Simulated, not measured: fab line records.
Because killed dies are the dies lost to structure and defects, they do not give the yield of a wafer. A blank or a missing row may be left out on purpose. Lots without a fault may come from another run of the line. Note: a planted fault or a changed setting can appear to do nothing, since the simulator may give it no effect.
Which tool did it?    flow nand harc    Sampling: 24 lots, 72 wafers, 5 of 1302 route steps

== WHAT EACH GAUGE READ, for each wafer ==
NHARC_A_M0_CD_MEAS_16.
lot   measured      on         cd nm (nm)
L074  day 23 04:53  cd sem-01  79.6 80.5 81.0
L075  day 23 06:34  cd sem-03  79.7 80.0 78.9
L076  day 23 22:29  cd sem-03  79.2 79.7 79.7
L078  day 24 00:27  cd sem-03  79.7 78.9 79.2
L080  day 24 11:45  cd sem-03  79.8 80.8 81.1
L079  day 24 13:58  cd sem-02  79.4 79.5 78.9
L077  day 24 20:43  cd sem-02  80.1 80.1 79.5
L081  day 25 11:16  cd sem-01  80.1 79.6 79.6
L082  day 25 15:01  cd sem-03  78.9 79.4 78.9
L083  day 26 06:12  cd sem-01  79.4 79.5 79.4
L084  day 26 22:39  cd sem-03  79.8 79.5 80.2
L085  day 26 23:01  cd sem-03  79.0 78.7 78.1
L086  day 27 11:40  cd sem-03  79.7 79.9 79.7
L089  day 28 09:28  cd sem-01  79.0 79.1 78.6
L090  day 28 10:52  cd sem-03  80.3 79.8 79.5
L087  day 28 12:16  cd sem-01  78.7 79.1 79.8
L088  day 28 13:24  cd sem-03  80.1 79.7 80.0
L093  day 30 05:38  cd sem-01  80.0 80.0 78.9
L092  day 30 08:09  cd sem-03  79.9 79.2 79.4
L091  day 30 16:45  cd sem-02  80.0 80.0 80.6
L094  day 31 12:17  cd sem-01  79.3 80.5 79.5
L096  day 31 12:55  cd sem-01  81.0 78.9 80.3
L095  day 31 13:40  cd sem-01  80.4 80.2 80.1
L097  day 32 01:30  cd sem-03  80.2 80.4 80.2

NHARC_A_M1_INSPECT_11.
lot   measured      on                 raw defect count
L074  day 23 08:40  defect inspect-01  94 101 99
L075  day 23 10:08  defect inspect-02  112 118 81
L076  day 24 02:04  defect inspect-01  31 30 29
L078  day 24 04:13  defect inspect-02  121 116 91
L080  day 24 15:26  defect inspect-01  103 118 141
L079  day 24 17:38  defect inspect-02  120 124 116
L077  day 25 00:28  defect inspect-01  61 61 55
L081  day 25 14:59  defect inspect-02  116 116 133
L082  day 25 19:26  defect inspect-02  137 101 128
L083  day 26 09:53  defect inspect-02  77 81 70
L084  day 27 02:26  defect inspect-02  57 68 59
L085  day 27 02:46  defect inspect-02  143 165 150
L086  day 27 15:19  defect inspect-02  88 72 74
L089  day 28 13:09  defect inspect-02  51 44 55
L090  day 28 14:27  defect inspect-01  153 161 159
L087  day 28 15:55  defect inspect-02  64 75 67
L088  day 28 17:08  defect inspect-01  74 71 83
L093  day 30 09:20  defect inspect-02  124 126 119
L092  day 30 11:53  defect inspect-02  67 87 68
L091  day 30 20:29  defect inspect-01  36 30 24
L094  day 31 16:10  defect inspect-01  129 138 121
L096  day 31 16:56  defect inspect-01  40 36 46
L095  day 31 17:17  defect inspect-01  124 111 148
L097  day 32 05:52  defect inspect-01  64 76 67

NHARC_A_M1_INSPECT_27.
lot   measured      on                 raw defect count
L074  day 23 11:18  defect inspect-02  505 584 472
L075  day 23 12:48  defect inspect-01  501 598 664
L076  day 24 04:46  defect inspect-01  475 357 492
L078  day 24 06:51  defect inspect-01  486 642 480
L080  day 24 18:07  defect inspect-02  499 514 556
L079  day 24 20:19  defect inspect-01  574 504 425
L077  day 25 03:07  defect inspect-01  592 491 633
L081  day 25 17:41  defect inspect-01  620 681 522
L082  day 25 22:07  defect inspect-01  571 544 650
L083  day 26 12:37  defect inspect-01  508 620 660
L084  day 27 05:31  defect inspect-01  456 600 500
L085  day 27 05:49  defect inspect-02  492 613 474
L086  day 27 17:56  defect inspect-01  471 473 407
L089  day 28 15:46  defect inspect-01  633 529 574
L090  day 28 17:05  defect inspect-02  447 497 561
L087  day 28 18:34  defect inspect-02  471 442 489
L088  day 28 19:49  defect inspect-02  579 653 578
L093  day 30 11:58  defect inspect-01  538 879 692
L092  day 30 14:35  defect inspect-01  625 486 603
L091  day 30 23:07  defect inspect-02  345 514 457
L094  day 31 18:47  defect inspect-02  592 536 503
L096  day 31 19:36  defect inspect-02  358 355 352
L095  day 31 19:55  defect inspect-01  485 464 473
L097  day 32 08:29  defect inspect-02  362 454 359

== TOOL THAT RAN EACH LOT (tool first, then ch and the chambers of the sampled wafers, then the start) ==
lot   NHARC_A_M0_DEGAS_28           NHARC_A_M1_ETCH_28
L074  pvd sputter-02, day 23 05:31  rie diel-12 ch 0,3, day 23 11:18 or earlier
L075  pvd sputter-02, day 23 07:11  rie diel-07 ch 1,2, day 23 12:48 or earlier
L076  pvd sputter-01, day 23 23:07  rie diel-07 ch 1,2, day 24 04:46 or earlier
L078  pvd sputter-03, day 24 01:04  rie diel-07 ch 0,1,3, day 24 06:51 or earlier
L080  pvd sputter-02, day 24 12:22  rie diel-07 ch 0,1,2, day 24 18:07 or earlier
L079  pvd sputter-01, day 24 14:35  rie diel-07 ch 0,1,3, day 24 20:19 or earlier
L077  pvd sputter-03, day 24 21:23  rie diel-07 ch 0,1,3, day 25 03:07 or earlier
L081  pvd sputter-02, day 25 11:53  rie diel-12 ch 0,1,2, day 25 17:41 or earlier
L082  pvd sputter-03, day 25 15:38  rie diel-12 ch 1,2,3, day 25 22:07 or earlier
L083  pvd sputter-01, day 26 06:50  rie diel-12 ch 0,2,3, day 26 12:37 or earlier
L084  pvd sputter-02, day 26 23:17  rie diel-08 ch 0,3, day 27 05:31 or earlier
L085  pvd sputter-01, day 26 23:39  rie diel-07 ch 0,2, day 27 05:49 or earlier
L086  pvd sputter-02, day 27 12:17  rie diel-08 ch 0,2,3, day 27 17:56 or earlier
L089  pvd sputter-02, day 28 10:04  rie diel-08 ch 1,3, day 28 15:46 or earlier
L090  pvd sputter-03, day 28 11:29  rie diel-08 ch 0,1,3, day 28 17:05 or earlier
L087  pvd sputter-01, day 28 12:53  rie diel-08 ch 0,1, day 28 18:34 or earlier
L088  pvd sputter-03, day 28 14:05  rie diel-12 ch 0,1,3, day 28 19:49 or earlier
L093  pvd sputter-02, day 30 06:16  rie diel-08 ch 1,2,3, day 30 11:58 or earlier
L092  pvd sputter-02, day 30 08:50  rie diel-12 ch 0,1,2, day 30 14:35 or earlier
L091  pvd sputter-01, day 30 17:22  rie diel-08 ch 0,1,3, day 30 23:07 or earlier
L094  pvd sputter-02, day 31 12:54  rie diel-07 ch 0,1,2, day 31 18:47 or earlier
L096  pvd sputter-03, day 31 13:31  rie diel-08 ch 0,1,2, day 31 19:36 or earlier
L095  pvd sputter-02, day 31 14:21  rie diel-07 ch 0,1,2, day 31 19:55 or earlier
L097  pvd sputter-02, day 32 02:10  rie diel-08 ch 0,1, day 32 08:29 or earlier
- NHARC_A_M0_DEGAS_28: time 60 s.
- NHARC_A_M1_ETCH_28: etches the open film in CF4/N2, target depth 30 nm, time 72.99 s.

== WHAT THE TOOLS THEMSELVES READ (means of the sampled wafers that have a number; where no wafer has one, the mark that the record gives instead) ==
NHARC_A_M0_DEGAS_28.
lot   tool            heater power w (W)
L074  pvd sputter-02  310
L075  pvd sputter-02  323
L076  pvd sputter-01  335
L078  pvd sputter-03  310
L080  pvd sputter-02  321
L079  pvd sputter-01  298
L077  pvd sputter-03  317
L081  pvd sputter-02  303
L082  pvd sputter-03  320
L083  pvd sputter-01  334
L084  pvd sputter-02  324
L085  pvd sputter-01  313
L086  pvd sputter-02  343
L089  pvd sputter-02  311
L090  pvd sputter-03  330
L087  pvd sputter-01  326
L088  pvd sputter-03  301
L093  pvd sputter-02  309
L092  pvd sputter-02  312
L091  pvd sputter-01  317
L094  pvd sputter-02  303
L096  pvd sputter-03  320
L095  pvd sputter-02  311
L097  pvd sputter-02  317

NHARC_A_M1_ETCH_28.
lot   tool         drypump motor current A (A)  oes product au (a.u.)  rf fwd power W (W)  rf vpp V (V)  showerhead plenum p Torr (Torr)  throttle valve pct (%)
L074  rie diel-12  5.7                          1.003                  298.6               311.4         2.47                             19.786
L075  rie diel-07  5.9                          1.004                  297.0               314.8         2.64                             19.789
L076  rie diel-07  6.1                          1.007                  297.4               315.0         2.72                             19.790
L078  rie diel-07  5.6                          1.000                  298.7               316.1         2.71                             19.796
L080  rie diel-07  5.6                          1.001                  297.8               315.8         2.71                             19.802
L079  rie diel-07  5.6                          1.002                  298.1               315.6         2.71                             19.791
L077  rie diel-07  5.6                          1.000                  297.3               315.2         2.71                             19.788
L081  rie diel-12  5.7                          1.004                  297.3               313.6         2.63                             19.796
L082  rie diel-12  5.7                          0.999                  297.5               314.3         2.63                             19.797
L083  rie diel-12  5.7                          0.997                  297.5               312.8         2.52                             19.784
L084  rie diel-08  5.2                          0.995                  297.4               314.8         2.65                             19.781
L085  rie diel-07  5.1                          1.000                  297.8               315.5         2.69                             19.795
L086  rie diel-08  5.5                          1.006                  298.0               314.9         2.66                             19.789
L089  rie diel-08  6.0                          0.996                  296.3               313.9         2.58                             19.789
L090  rie diel-08  5.6                          0.994                  296.4               314.6         2.62                             19.790
L087  rie diel-08  6.0                          1.003                  297.5               313.5         2.60                             19.786
L088  rie diel-12  5.6                          0.997                  297.9               312.9         2.58                             19.792
L093  rie diel-08  5.9                          0.999                  297.5               313.5         2.63                             19.799
L092  rie diel-12  5.7                          1.006                  296.7               314.7         2.62                             19.798
L091  rie diel-08  5.7                          0.997                  297.8               314.1         2.62                             19.796
L094  rie diel-07  5.6                          1.008                  298.0               314.7         2.71                             19.797
L096  rie diel-08  5.9                          1.008                  296.9               314.8         2.65                             19.802
L095  rie diel-07  5.6                          1.009                  297.9               315.4         2.71                             19.786
L097  rie diel-08  5.6                          1.001                  295.7               314.5         2.64                             19.801

== THE ANSWER, worked out from the rows above alone ==
Rule: what is usual is taken from the lots themselves. The widest of any qualifying gaps counts: lots, ordered by their means at a reading, are off when they make up no more than a third of the lots, leave a main group of 4 or more, and stand apart from it by 3 or more times the standard deviation of that group's means. Not used: any main group whose means are identical at the precision the tables above print for the reading. Also off: a lot with no number at a reading for which 4 or more lots have one. Where the step has rows for the other lots, those lots are counted as sound. Order of review: gauges by route order, followed by the tools' own readings, for which a lot's mean as printed above is used. At the first step where some lot is off, the reading lying furthest off is the one used; lots without a number count as furthest.
None of the lots is off at any reading shown; this tells nothing.

== WHAT THE SIMULATOR HAD PUT IN ==
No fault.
